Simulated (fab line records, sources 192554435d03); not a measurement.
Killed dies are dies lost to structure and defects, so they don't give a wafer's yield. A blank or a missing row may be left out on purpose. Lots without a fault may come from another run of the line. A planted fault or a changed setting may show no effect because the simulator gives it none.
Which tool did it? | flow n5_finfet | 11 lots, 33 wafers sampled, at 4 steps of a route of 1938

WHAT THE GAUGES READ, wafer by wafer
N5_BEOL_M5_CD_MEAS_28: target cd 30.6 nm, target cd y 20 nm.
lot  | measured     | on        | cd_nm (nm)
L252 | day 8 19:50  | cd_sem-02 | 30.52 30.63 30.74
L253 | day 10 11:49 | cd_sem-01 | 30.90 30.95 30.91
L254 | day 11 15:23 | cd_sem-02 | 30.38 30.82 30.82
L255 | day 11 17:40 | cd_sem-01 | 31.04 30.89 30.91
L261 | day 12 14:41 | cd_sem-02 | 30.39 30.80 30.62
L262 | day 13 08:11 | cd_sem-02 | 30.44 30.68 30.32
L264 | day 13 19:52 | cd_sem-02 | 30.61 30.42 30.46
L263 | day 13 23:08 | cd_sem-02 | 30.59 30.38 30.60
L273 | day 16 03:44 | cd_sem-01 | 30.81 30.47 30.78
L274 | day 16 08:23 | cd_sem-03 | 30.24 30.37 30.31
L275 | day 16 08:37 | cd_sem-02 | 30.53 30.45 30.66

WHICH TOOL RAN EACH LOT (tool, then ch and the chambers of the sampled wafers, then the start)
lot  | N5_BEOL_M5_STRIP_64                | N5_BEOL_M5_HM_OPEN_17             | N5_BEOL_M5_COAT_66
L252 | rie_diel-06 ch 1,2, day 8 18:14    | rie_metal-01 ch 0,1, day 8 18:17  | litho_track-05 ch 0, day 8 19:34
L253 | rie_diel-06 ch 0,1,2, day 10 09:06 | rie_metal-02 ch 0,1, day 10 09:08 | litho_track-03 ch 0, day 10 11:25
L254 | rie_diel-06 ch 2,3, day 11 13:38   | rie_metal-02 ch 0,1, day 11 13:40 | litho_track-02 ch 0, day 11 15:00
L255 | rie_diel-02 ch 0,1,3, day 11 16:50 | rie_metal-01 ch 0,1, day 11 16:54 | litho_track-05 ch 0, day 11 17:16
L261 | rie_diel-06 ch 0,2,3, day 12 11:21 | rie_metal-01 ch 0,1, day 12 11:23 | litho_track-02 ch 0, day 12 14:14
L262 | rie_diel-02 ch 1,2,3, day 13 07:40 | rie_metal-01 ch 0,1, day 13 07:42 | litho_track-02 ch 0, day 13 07:55
L264 | rie_diel-06 ch 0,2,3, day 13 17:53 | rie_metal-01 ch 0,1, day 13 17:55 | litho_track-05 ch 0, day 13 19:27
L263 | rie_diel-05 ch 0,1,2, day 13 22:06 | rie_metal-01 ch 0, day 13 22:08   | litho_track-02 ch 0, day 13 22:52
L273 | rie_diel-05 ch 1,2,3, day 16 02:40 | rie_metal-02 ch 0,1, day 16 02:42 | litho_track-03 ch 0, day 16 03:28
L274 | rie_diel-06 ch 1,2,3, day 16 05:08 | rie_metal-03 ch 0,1, day 16 05:20 | litho_track-03 ch 0, day 16 08:07
L275 | rie_diel-06 ch 0,1,2, day 16 05:35 | rie_metal-02 ch 0,1, day 16 05:37 | litho_track-05 ch 0, day 16 08:13
- N5_BEOL_M5_STRIP_64: strips in CF4.
- N5_BEOL_M5_HM_OPEN_17: chemistry Cl2/BCl3, target TiN, target depth 20 nm, overetch 6 nm.
- N5_BEOL_M5_COAT_66: time 60 s, resist thk 12 nm.

WHAT THE TOOLS THEMSELVES READ (means of the sampled wafers that have a number; where no wafer has one, the mark that the record gives instead)
N5_BEOL_M5_STRIP_64.
lot  | tool        | chamber_pressure_mTorr (mTorr) | drypump_motor_current_A (A) | oes_product_au (a.u.) | rf_vpp_V (V) | showerhead_plenum_p_Torr (Torr) | throttle_valve_pct (%)
L252 | rie_diel-06 | 50.00                          | 5.5                         | 0.76                  | 271.5        | 1.80                            | 13.65
L253 | rie_diel-06 | 50.00                          | 5.6                         | 0.75                  | 270.3        | 1.80                            | 13.59
L254 | rie_diel-06 | 49.97                          | 6.6                         | 0.74                  | 270.0        | 1.78                            | 13.60
L255 | rie_diel-02 | 50.03                          | 5.4                         | 0.79                  | 269.5        | 1.73                            | 13.52
L261 | rie_diel-06 | 49.97                          | 6.1                         | 0.73                  | 270.4        | 1.78                            | 13.55
L262 | rie_diel-02 | 50.02                          | 5.6                         | 0.79                  | 271.2        | 1.75                            | 13.60
L264 | rie_diel-06 | 50.03                          | 6.1                         | 0.73                  | 271.0        | 1.78                            | 13.56
L263 | rie_diel-05 | 50.04                          | 5.7                         | 0.81                  | 272.6        | 1.83                            | 13.39
L273 | rie_diel-05 | 50.02                          | 5.8                         | 0.72                  | 271.6        | 1.81                            | 13.73
L274 | rie_diel-06 | 50.03                          | 6.1                         | 0.71                  | 269.6        | 1.77                            | 13.69
L275 | rie_diel-06 | 50.03                          | 5.5                         | 0.73                  | 271.2        | 1.79                            | 13.68

N5_BEOL_M5_HM_OPEN_17.
lot  | tool         | chamber_pressure_mTorr (mTorr) | drypump_motor_current_A (A) | mfc_cl2_sccm (sccm) | oes_product_au (a.u.) | throttle_valve_pct (%)
L252 | rie_metal-01 | 10.004                         | 6.0                         | 53.22               | 0.80                  | 21.88
L253 | rie_metal-02 | 9.999                          | 5.0                         | 53.01               | 0.69                  | 22.07
L254 | rie_metal-02 | 9.996                          | 4.9                         | 53.13               | 0.74                  | 22.03
L255 | rie_metal-01 | 10.004                         | 6.0                         | 53.16               | 0.76                  | 21.88
L261 | rie_metal-01 | 9.998                          | 6.0                         | 53.25               | 0.75                  | 21.90
L262 | rie_metal-01 | 9.995                          | 6.0                         | 53.07               | 0.74                  | 21.91
L264 | rie_metal-01 | 10.002                         | 6.0                         | 53.17               | 0.76                  | 21.89
L263 | rie_metal-01 | 10.007                         | 5.9                         | 53.26               | 0.76                  | 21.90
L273 | rie_metal-02 | 9.999                          | 5.0                         | 53.30               | 0.68                  | 22.06
L274 | rie_metal-03 | 10.004                         | 6.7                         | 53.00               | 0.73                  | 21.83
L275 | rie_metal-02 | 10.003                         | 4.9                         | 53.44               | 0.71                  | 22.04

N5_BEOL_M5_COAT_66.
lot  | tool           | spin_speed_rpm (rpm)
L252 | litho_track-05 | 1500.3
L253 | litho_track-03 | 1500.7
L254 | litho_track-02 | 1500.5
L255 | litho_track-05 | 1500.3
L261 | litho_track-02 | 1502.4
L262 | litho_track-02 | 1500.1
L264 | litho_track-05 | 1501.0
L263 | litho_track-02 | 1501.7
L273 | litho_track-03 | 1721.5
L274 | litho_track-03 | 1719.6
L275 | litho_track-05 | 1500.7

THE ANSWER, worked out from the rows above alone
Rule: what is usual is taken from the lots themselves. Put in order of their means at a reading, lots are off if they are a third of the lots or fewer, leave a main group of 4 or more, and stand apart from it by a gap of 3 or more times the standard deviation of the main group's means; of several such gaps the widest counts. A main group whose means are all the same, to the digits that the tables above print for the reading, isn't used. A lot without any number at a reading at which 4 lots or more have one is off too. The other lots that the step has rows for count as sound. The gauges are gone through in route order, then the tools' own readings, and for those a lot's mean is taken as printed above. The first step at which some lot is off is used, and at that step the reading that is off furthest; a lot without a number counts as furthest.
Off: L273, L274, at N5_BEOL_M5_COAT_66 (spin_speed_rpm). The main group: mean 1500.9 rpm, standard deviation 0.71.
A tool fits if, at that step or a process step before it, it ran every lot that is off, and no sound lot after the first of them. One fits: litho_track-03 at N5_BEOL_M5_COAT_66. Its last sound lot is L253 (day 10 11:25), its first lot that is off L273 (day 16 03:28): a fault that began between those two fits.
The tool's own readings at N5_BEOL_M5_COAT_66 bear it out: on the lots that are off they differ by more than 5 times the standard deviation of the sound lots' means. spin_speed_rpm reads 1720.5 rpm there against 1500.9 rpm on the sound lots.

WHAT THE SIMULATOR HAD PUT IN
Process parameter drift: litho_track-03, from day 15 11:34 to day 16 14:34, at N5_BEOL_M5_COAT_66. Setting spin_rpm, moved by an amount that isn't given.
Lots struck among those shown: L273, L274. The rule above found the same.
